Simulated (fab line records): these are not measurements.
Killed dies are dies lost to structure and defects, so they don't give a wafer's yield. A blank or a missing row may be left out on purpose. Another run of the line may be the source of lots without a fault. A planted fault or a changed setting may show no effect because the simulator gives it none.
Chamber matching ; flow nandHarc ; 4 sister chambers for NHARC_A_BLC_STRIP_21 on rieDiel-04
The step strips in O2. 8 wafers are shown with their chamber, then 8 later ones without.

== WAFERS WITH THEIR CHAMBER ==
wafer;chamber;showerheadPlenumPTorr (Torr);drypumpMotorCurrentA (A)
L081.5;0;3.70;6.4
L084.1;2;3.43;6.5
L084.3;0;3.70;6.5
L084.4;3;3.75;5.9
L092.1;3;3.74;5.9
L092.2;1;3.49;5.2
L092.6;1;3.49;5.2
L093.1;2;3.43;6.5

== WAFERS WITHOUT THEIR CHAMBER ==
wafer;showerheadPlenumPTorr (Torr);drypumpMotorCurrentA (A)
L093.5;3.48;5.2
L093.6;3.43;6.5
L094.1;3.74;6.0
L094.4;3.48;5.2
L094.6;3.70;6.4
L097.1;3.48;5.2
L097.4;3.48;5.2
L097.6;3.43;6.5

== WHICH CHAMBER EACH WENT THROUGH ==
wafer;from the rows above;in truth
L093.5;1;1
L093.6;2;2
L094.1;3;3
L094.4;1;1
L094.6;0;0
L097.1;1;1
L097.4;1;1
L097.6;2;2
Correctly placed: 8 of 8. Can't be placed from these rows: 0. 0 placed wrongly.
How it was worked out, from the rows above alone: a wafer's distance from a chamber is the root of the sum, over the readings, of the square of ((its reading less the chamber's mean) divided by the reading's scatter). If the next closest chamber is less than 2 further off than the closest, the wafer can't be placed; otherwise it belongs to the closest. A chamber's mean is the mean of its shown wafers. The scatter: the root of (the sum of the squares of (reading less its chamber's mean) over the shown wafers, divided by (wafers less chambers)).
